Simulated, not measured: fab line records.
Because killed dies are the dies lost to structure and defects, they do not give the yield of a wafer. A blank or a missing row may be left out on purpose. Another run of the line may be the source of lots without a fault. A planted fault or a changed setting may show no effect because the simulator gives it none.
Problem report in the 8D (eight disciplines) form, filled by code	flow n5Finfet	the parts of the form that need people (team, actions taken, sign-off) are left out

== 1. THE ISSUE ==
cdNm at N5_BEOL_M13_CD_MEAS_28 reads a mean of 319.7 nm on 3 wafers of 1 lot; wafers without a fault read 210.0 nm with a standard deviation of 1.2. Relative to the usual mean, that is a shift of +91 standard deviations.
The step: target cd 209.5 nm.
First observed at day 15 03:05: wafer L383.1, on cdSem-01. The record holds 39 wafers of 13 lots with a number at this step. By rule, "out" or "out of limits" means more than 4 standard deviations away from the usual mean. The rest of the wafers with a number are treated as sound.

== 2. WHAT THIS IS AND IS NOT ==
question	is	is not
which readings at this step	cdNm	-
which lots	L383	L368, L370, L371, L372, L373, L374, L375, L376, L378, L379, L380, L391
which wafers of those lots	all that have a number	-
read on which gauges	cdSem-01	cdSem-02, cdSem-03
when	from day 15 03:05	up to then (33 sound wafers); but 3 sound wafers of L391 came after

== 3. WHAT RULES OUT EACH SUSPECT ==
Counting: any tool at a process step up to the reading is kept as a suspect provided that every lot that is out went through it and no sound lot did after the first of them.
- the gauge at N5_BEOL_M13_CD_MEAS_28: kept. All the wafers that are out were read on cdSem-01, and no step on other tools shows them out.
- krfScanner-02 at N5_BEOL_M13_EXPOSE_25 (exposes mask M13, target cd 210 nm): kept. It ran the lot that is out, L383 (day 15 02:55), and no sound lot after that; its last sound lot up to then is L380 (day 14 09:01).
Left after counting: krfScanner-02 at N5_BEOL_M13_EXPOSE_25, cdSem-01 at N5_BEOL_M13_CD_MEAS_28.

== 4. THE CAUSE (what the simulator had put in) ==
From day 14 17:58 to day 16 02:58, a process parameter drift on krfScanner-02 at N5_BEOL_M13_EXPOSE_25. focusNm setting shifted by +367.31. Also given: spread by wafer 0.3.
This tool is one of the 2 suspects left after counting.

== 5. THE CHAIN OF EFFECTS, in route order ==
Rows list readings where the struck wafers' mean (over those with a number) sits beyond 3 standard deviations from the usual. Scope: only readings with a usual standard deviation given in the record; hours: median across lots of the time from each lot's start at the first step in this table that gives one to its start at this step; sigmas: change in usual standard deviations.
hours	step	reading	usual	on struck wafers	change	sigmas
0	N5_BEOL_M13_CD_MEAS_28	cdNm	210.0 nm	319.7	+109.7	+91

== 6. WHAT WOULD HAVE CAUGHT IT SOONER ==
Counted from the fault's start at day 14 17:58, it took 9 hours until the first out-of-limits reading at a measuring or inspecting step in this record, taken at day 15 03:05.
No tool reading at N5_BEOL_M13_EXPOSE_25 that has a usual standard deviation in the record was out on any struck wafer, so an alarm limit of 4 standard deviations on those readings would not have fired.
Each of the lots that are out, 1 in all, had begun N5_BEOL_M13_EXPOSE_25 on krfScanner-02 no later than day 15 03:05. Had the tool been put on hold then, not one of them would have been saved.
